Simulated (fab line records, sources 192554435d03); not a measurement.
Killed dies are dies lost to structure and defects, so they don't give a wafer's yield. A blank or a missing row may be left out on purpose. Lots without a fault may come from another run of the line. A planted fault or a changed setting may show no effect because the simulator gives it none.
Split-lot experiment | flow n5_finfet | 7 lots, 21 wafers read, on a route of 1938 steps

THE SPLIT
At N5_BEOL_M11_COAT_59 (time 60 s, resist thk 100 nm), the setting spin_rpm was moved away from the recipe's 1500 rpm on 7 of the 21 wafers read, by -7.0% to +10.1%. The other wafers ran this setting at the recipe's value.

FROM THE SPLIT TO THE READING: what the file shows between them, 4 steps
- N5_BEOL_M11_EXPOSE_08: exposes mask M11 (also split here: dose_mj)
- N5_BEOL_M11_ETCH_62: etches SOC in N2/H2, target depth 110 nm, overetch 22 nm, time 165 s (also split here: time_s)
- N5_BEOL_M11_STRIP_68: strips in N2/H2
- N5_BEOL_M11_STRIP_67: strips in CF4

THE READING
SOC_of_BEOL_M11_COAT_59.thk_nm (the simulator's own value, which no gauge read), in nm, at N5_BEOL_M11_HM_OPEN_17 (chemistry Cl2/BCl3, target TiN, target depth 20 nm, overetch 6 nm). The file gives no usual value for it. The 14 wafers here that ran the recipe average 92.4 nm, standard deviation 0.36 nm.

wafer  | tool, chamber at the split | spin_rpm as run, rpm | against the recipe | SOC_of_BEOL_M11_COAT_59.thk_nm, nm | against lot-mates on the recipe
L080.1 | litho_track-03, 0          | 1500                 | recipe             | 91.8                               | -
L080.3 | litho_track-03, 0          | 1500                 | recipe             | 92.6                               | -
L080.6 | litho_track-03, 0          | 1500                 | recipe             | 92                                 | -
L084.1 | litho_track-02, 0          | 1500                 | recipe             | 92.2                               | -
L084.3 | litho_track-02, 0          | 1500                 | recipe             | 92                                 | -
L084.6 | litho_track-02, 0          | 1500                 | recipe             | 92                                 | -
L083.2 | litho_track-03, 0          | 1500                 | recipe             | 92.4                               | -
L083.4 | litho_track-03, 0          | 1395                 | -7.0%              | 96.2                               | +3.8
L083.6 | litho_track-03, 0          | 1395                 | -7.0%              | 96                                 | +3.6
L086.1 | litho_track-01, 0          | 1500                 | recipe             | 92.2                               | -
L086.4 | litho_track-01, 0          | 1500                 | recipe             | 93                                 | -
L086.6 | litho_track-01, 0          | 1500                 | recipe             | 92.6                               | -
L090.1 | litho_track-01, 0          | 1500                 | recipe             | 92.6                               | -
L090.3 | litho_track-01, 0          | 1651                 | +10.1%             | 88.4                               | -4.2
L090.5 | litho_track-01, 0          | 1651                 | +10.1%             | 87.6                               | -5.0
L093.2 | litho_track-01, 0          | 1500                 | recipe             | 92                                 | -
L093.3 | litho_track-01, 0          | 1550                 | +3.3%              | 90.2                               | -1.8
L093.5 | litho_track-01, 0          | 1550                 | +3.3%              | 90.4                               | -1.6
L097.2 | litho_track-01, 0          | 1500                 | recipe             | 92.8                               | -
L097.3 | litho_track-01, 0          | 1500                 | recipe             | 92.8                               | -
L097.5 | litho_track-01, 0          | 1617                 | +7.8%              | 89.2                               | -3.6

THE FIT
A straight line over all 21 wafers: SOC_of_BEOL_M11_COAT_59.thk_nm changes by -0.468 nm for each +1% of spin_rpm; r = -0.98; the points scatter about the line by 0.43 nm.
The same after taking each lot's own level away (the mean of its wafers on the recipe; 21 wafers): -0.482 nm for each +1%; r = -0.99; scatter 0.27 nm.
On that fit, the largest move of spin_rpm shifts the reading by 4.9 nm.
The lots' own levels span 92.00 to 92.80 nm, that is 2.2 times the standard deviation above.
So the lot-to-lot level changes the slope little: the two slopes agree.
Check: with one of the wafers moved furthest among these (+10.1%) left out of the fit, the line predicts -5.02 nm for it against its lot-mates. It came out at -4.2 nm against them.

OTHER SPLITS ON THESE WAFERS
These wafers also went through other splits before the reading. Each is held against what the fit with the lots' levels taken away leaves over:
other split on the same wafers | wafers away from the commonest value | r with SOC_of_BEOL_M11_COAT_59.thk_nm (lot level and that fit taken away)
N5_BEOL_M8_DEP_56 time_s       | 5                                    | +0.16
N5_BEOL_M11_EXPOSE_08 dose_mj  | 3                                    | -0.21
N5_BEOL_M11_ETCH_62 time_s     | 8                                    | +0.04

THE WHOLE CHAIN: every reading that the file lists as answering this split, in the file's order
step                   | what it does                                                         | reading                                                                         | change (the file's fit)               | r (the file's)
N5_BEOL_M11_COAT_59    | time 60 s, resist thk 100 nm                                         | SOC_of_BEOL_M11_COAT_59.thk_nm (the simulator's own value, which no gauge read) | -0.49 nm for each +1% of the setting  | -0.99
N5_BEOL_M11_ETCH_62    | etches SOC in N2/H2, target depth 110 nm, overetch 22 nm, time 165 s | etch.depth_nm (the simulator's own value, which no gauge read)                  | -0.482 nm for each +1% of the setting | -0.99
N5_BEOL_M11_HM_OPEN_17 | chemistry Cl2/BCl3, target TiN, target depth 20 nm, overetch 6 nm    | SOC_of_BEOL_M11_COAT_59.thk_nm (the simulator's own value, which no gauge read) | -0.477 nm for each +1% of the setting | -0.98

THE FILE'S OWN FIT
SOC_of_BEOL_M11_COAT_59.thk_nm changes by -0.477 nm for each +1% of spin_rpm, r = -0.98.
